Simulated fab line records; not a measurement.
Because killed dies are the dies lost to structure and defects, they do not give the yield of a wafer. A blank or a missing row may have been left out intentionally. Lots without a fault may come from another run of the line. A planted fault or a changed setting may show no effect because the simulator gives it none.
Matching of chambers ; flow nand-harc ; 4 sister chambers for NHARC_P_M1_DESCUM_14 on rie-diel-11
The step chemistry O2, time 3 s. 4 wafers are shown with their chamber, then 9 later ones without.

EACH WAFER AND ITS CHAMBER
wafer;chamber;showerhead-plenum-p-Torr (Torr)
L088.1;2;1.87
L090.1;0;1.93
L090.4;1;1.92
L090.5;3;1.98

WAFERS MISSING THEIR CHAMBER
wafer;showerhead-plenum-p-Torr (Torr)
L093.1;1.98
L093.5;1.91
L093.6;1.93
L092.4;1.91
L092.5;1.87
L092.6;1.91
L095.1;1.93
L095.2;1.87
L095.4;1.91

WHICH CHAMBER EACH WENT THROUGH
wafer;from the rows above;in truth
L093.1;3;3
L093.5;can't be placed: 1 or 0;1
L093.6;can't be placed: 0 or 1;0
L092.4;can't be placed: 1 or 0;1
L092.5;2;2
L092.6;can't be placed: 1 or 0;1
L095.1;can't be placed: 0 or 1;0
L095.2;2;2
L095.4;can't be placed: 1 or 0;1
Correct placement for 3 of the 9. Cannot be placed on the basis of these rows: 6; the candidates contain the true chamber in 6. Wrongly placed: 0.
How it was worked out, from the rows above alone: a wafer's distance from a chamber is the root of the sum, over the readings, of the square of ((its reading less the chamber's mean) divided by the reading's scatter). If the next closest chamber is less than 2 further off than the closest, the wafer can't be placed; otherwise it belongs to the closest. The mean given for a chamber averages the wafers shown for that chamber. The scatter (one wafer shown for each chamber): square how far every hidden wafer sits from the nearest shown wafer, average those squares and take the square root.
